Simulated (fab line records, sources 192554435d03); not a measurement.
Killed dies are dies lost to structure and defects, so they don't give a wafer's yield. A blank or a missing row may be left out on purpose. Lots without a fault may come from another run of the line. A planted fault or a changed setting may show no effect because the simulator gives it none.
A struck lot beside a sound one | flow n5_finfet | 40 steps out of a route of 1938
Sound: wafers L511.1, L511.3, L511.6. Struck: wafer L516.3. The cause comes at the end.
At each step with rows: each side's tool, then ch and its chambers, then its first start. Under that, the readings that differ: sound wafers | struck wafers | difference of the means | sigmas: that difference in standard deviations of wafers without a fault.
alike: readings whose means differ by less than 2 such deviations, and words and numbers that are the same on both sides. not compared: withheld readings, readings that some wafer has no value for, bounds like >300 that may hide the same value, and numbers for which the record gives no deviation and whose values overlap.
The two part at a step that has a row with sigmas, a row that says differs or no value, or rows on one side only. Numbers that don't overlap but have no deviation are shown without sigmas and don't part them. A reading that every wafer of one side lacks parts them only if that side has two wafers or more.

first, 12 steps without rows for these wafers: N5_MOL_CONTACT_COAG_PRECLEAN_111 (cleans in NF3:NH3, afs cycles 1, time 20 s, sublimation time 60 s); N5_MOL_CONTACT_COAG_TI_SIL_19 (material Ti, target thk 4.2 nm, time 15 s); N5_MOL_CONTACT_COAG_ALD_20 (deposits TiN, target thk 1.5 nm, pulse time 1 s, purge time 3 s); N5_MOL_CONTACT_COAG_SIL_ANNEAL_21 (time 60 s); N5_MOL_CONTACT_COAG_PRE_CLEAN_141 (time 60 s); N5_MOL_CONTACT_COAG_SPUTTER_143 (material Co, target thk 2.5 nm); N5_MOL_CONTACT_COAG_CO_FILL_22 (material Co, precursor CCTBA/H2, target thk 20 nm); N5_MOL_CONTACT_COAG_ANNEAL_113 (time 300 s); N5_MOL_CONTACT_COAG_PRE_CLEAN_142 (time 60 s); N5_MOL_CONTACT_COAG_SPUTTER_130 (material Co, target thk 47.5 nm); N5_MOL_CONTACT_COAG_PRECLEAN_125 (cleans in DIW, time 57.5 s); N5_MOL_CONTACT_COAG_SRD_126 (dry time 32 s).
N5_MOL_CONTACT_COAG_CMP_23: polishes, stops on SiO2, t overpolish 1.5 s, target thk 0 nm.
  sound on cmp-03 ch 0,1,3, day 5 19:42; struck on cmp-03 ch 0, day 7 05:40
  reading                 | sound             | struck | difference | sigmas
  head_pressure_psi (psi) | 1.998 2.000 1.994 | 1.828  | -0.169     | -42
  alike: motor_current_A, overpolish_run_s, platen_rpm, slurry_filter_dp_kPa, time_to_endpoint_s
then, 4 steps without rows for these wafers: N5_MOL_CONTACT_COAG_WET_ETCH_26 (target Co, target depth 13 nm); N5_MOL_CONTACT_COAG_WET_ETCH_116 (etches the open film in SC1-inhibited, target depth 4.6 nm, rinse time 30 s); N5_MOL_CONTACT_COAG_ALD_27 (deposits SiOC, target thk 17 nm, pulse time 1.5 s, time 2720 s); N5_MOL_CONTACT_COAG_CMP_28 (polishes, stops on SiNx, t overpolish 0.85 s, target thk 14.522 nm).
N5_MOL_CONTACT_COAG_THK_MEAS_29:
  sound on film_metro-02, day 5 22:45; struck on film_metro-01, day 7 08:23
  reading         | sound             | struck | difference | sigmas
  MD_CAP_THK (nm) | 18.08 17.89 18.00 | 18.21  | +0.22      | +3
then, 19 steps without rows for these wafers: N5_MOL_CONTACT_COAG_ALD_123 (deposits SiNx, target thk 5 nm, pulse time 1 s, purge time 2 s); N5_MOL_CONTACT_COAG_PECVD_31 (deposits SiO2 from TEOS/O2, target thk 46 nm, time 8.9 s); N5_MOL_CONTACT_COAG_COAT_75 (time 60 s, resist thk 60 nm); N5_MOL_CONTACT_COAG_COAT_76 (time 60 s, resist thk 10 nm); N5_MOL_CONTACT_COAG_COAT_77 (time 60 s, resist thk 10 nm); N5_MOL_CONTACT_COAG_COAT_78 (resist thk 40 nm); N5_MOL_CONTACT_COAG_EBR_80; N5_MOL_CONTACT_COAG_SOFTBAKE_79 (time 60 s); N5_MOL_CONTACT_COAG_EXPOSE_81 (exposes mask VG, defocus 0 nm); N5_MOL_CONTACT_COAG_PEB_82 (peb time 60 s); N5_MOL_CONTACT_COAG_DEVELOP_83 (develop time 30 s); N5_MOL_CONTACT_COAG_DESCUM_88 (chemistry O2, time 7 s); N5_MOL_CONTACT_COAG_ETCH_89 (etches underlayer in N2/H2, target depth 13 nm, time 10.4 s); N5_MOL_CONTACT_COAG_ETCH_90 (etches SiARC in CF4, target depth 13 nm, time 21.7 s); N5_MOL_CONTACT_COAG_ALD_131 (deposits SiO2, target thk 5 nm, pulse time 1 s, co reactant pulse time 1 s); N5_MOL_CONTACT_COAG_ETCHBACK_132 (etches SiO2 in CHF3, target depth 10 nm, time 6.7 s); N5_MOL_CONTACT_COAG_ETCH_91 (etches SOC in N2/H2, target depth 60 nm, overetch 21 nm, time 101.2 s); N5_MOL_CONTACT_COAG_STRIP_92 (strips in N2/H2); N5_MOL_CONTACT_COAG_STRIP_93 (strips in N2/H2).
N5_MOL_CONTACT_COAG_ETCH_47: etches SiNx in CH3F/O2, stops on W, target depth 27 nm.
  sound on rie_diel-02 ch 0,1,3, day 6 00:34; struck on rie_diel-01 ch 3, day 7 10:37
  reading                  | sound             | struck | difference | sigmas
  model.etch.depth_nm (nm) | 18.06 17.92 17.99 | 18.21  | +0.22      |
  alike: chamber_pressure_mTorr, drypump_motor_current_A, etch_rf_on_time_s, oes_product_au, rf_vpp_V, showerhead_plenum_p_Torr, throttle_valve_pct
  not compared: rf_hours_counter_h
-- the record jumps here: 3 days lie between the struck wafers' starts before and after (it left off in module MOL_CONTACT_COAG and takes up again in module BEOL_M4, whose first step shown is number 1111 of the route) --
N5_BEOL_M4_RC_MEAS_101:
  sound on prober-02 ch 0, day 9 22:48; struck on prober-01 ch 0, day 10 22:01
  reading           | sound          | struck | difference | sigmas
  ION_P (uA/um)     | 455 446 457    | 479    | +26        | +3
  RS_NWELL (ohm/sq) | 1054 1044 1053 | 1947   | +897       | +99 or more
  VT_P (mV)         | -253 -252 -250 | -242   | +10        | +3
  alike: DIBL_N, DIBL_P, IOFF_N, IOFF_P, ION_N, SS_N, SS_P, VT_N
N5_PASSIVATION_PROBE_49:
  the record has rows for the sound wafers here (prober-01, day 14 20:22) and none for the struck ones

WHERE THEY PART
First at N5_MOL_CONTACT_COAG_CMP_23; last, within this record, at N5_PASSIVATION_PROBE_49.

WHY: what the simulator had put in
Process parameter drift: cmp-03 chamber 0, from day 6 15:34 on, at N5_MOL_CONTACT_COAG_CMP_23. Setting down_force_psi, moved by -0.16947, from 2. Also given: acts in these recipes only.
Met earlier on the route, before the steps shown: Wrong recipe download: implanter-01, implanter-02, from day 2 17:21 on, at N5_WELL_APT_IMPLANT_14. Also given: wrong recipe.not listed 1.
